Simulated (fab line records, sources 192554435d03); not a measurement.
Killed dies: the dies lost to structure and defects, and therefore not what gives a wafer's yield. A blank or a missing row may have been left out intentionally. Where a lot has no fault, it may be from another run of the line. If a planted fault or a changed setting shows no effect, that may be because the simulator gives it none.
Matching of chambers | flow n5-finfet | 3 sister chambers for N5_BEOL_M11_CURE_71 on uv-cure-01
The step cures SiCOH lowk, time 240 s. 6 wafers are shown with their chamber, then 10 later ones without.

WAFERS WITH THEIR CHAMBER
wafer  | chamber | wafer_temp_C_max | lamp-power-pct (%)
L082.3 | 1       | 386.4            | 52.38
L082.5 | 1       | 386.4            | 52.28
L088.4 | 2       | 386.7            | 52.25
L088.5 | 2       | 387.0            | 52.32
L091.1 | 0       | 386.7            | 52.40
L091.2 | 0       | 386.3            | 52.27

WAFERS WITHOUT THEIR CHAMBER
wafer  | wafer_temp_C_max | lamp-power-pct (%)
L091.3 | 386.4            | 52.34
L092.1 | 386.6            | 52.36
L092.2 | 386.7            | 52.34
L092.3 | 387.4            | 52.35
L097.2 | 386.5            | 52.26
L097.4 | 386.5            | 52.33
L097.5 | 386.4            | 52.39
L095.2 | 386.8            | 52.26
L095.3 | 386.4            | 52.26
L095.4 | 386.6            | 52.31

WHICH CHAMBER EACH ONE RAN IN
wafer  | from the rows above          | in truth
L091.3 | can't be placed: 1 or 0      | 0
L092.1 | can't be placed: 0 or 1 or 2 | 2
L092.2 | can't be placed: 0 or 2 or 1 | 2
L092.3 | can't be placed: 2 or 0      | 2
L097.2 | can't be placed: 0 or 1 or 2 | 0
L097.4 | can't be placed: 0 or 1 or 2 | 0
L097.5 | can't be placed: 1 or 0 or 2 | 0
L095.2 | can't be placed: 2 or 0 or 1 | 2
L095.3 | can't be placed: 1 or 0 or 2 | 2
L095.4 | can't be placed: 0 or 1 or 2 | 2
Correctly placed: 0 of 10. From these rows, 10 cannot be placed; in 10 the true chamber is one of the candidates. Number placed wrongly: 0.
How it was worked out, from the rows above alone: a wafer's distance from a chamber is the root of the sum, over the readings, of the square of ((its reading less the chamber's mean) divided by the reading's scatter). The wafer belongs to the nearest chamber; if the next one is less than 2 further off, it can't be placed. A chamber's mean is the mean of its shown wafers. How the scatter is found: for the shown wafers, subtract from each reading the mean of its chamber, square and add these, divide the total by (wafers less chambers), then take the root.
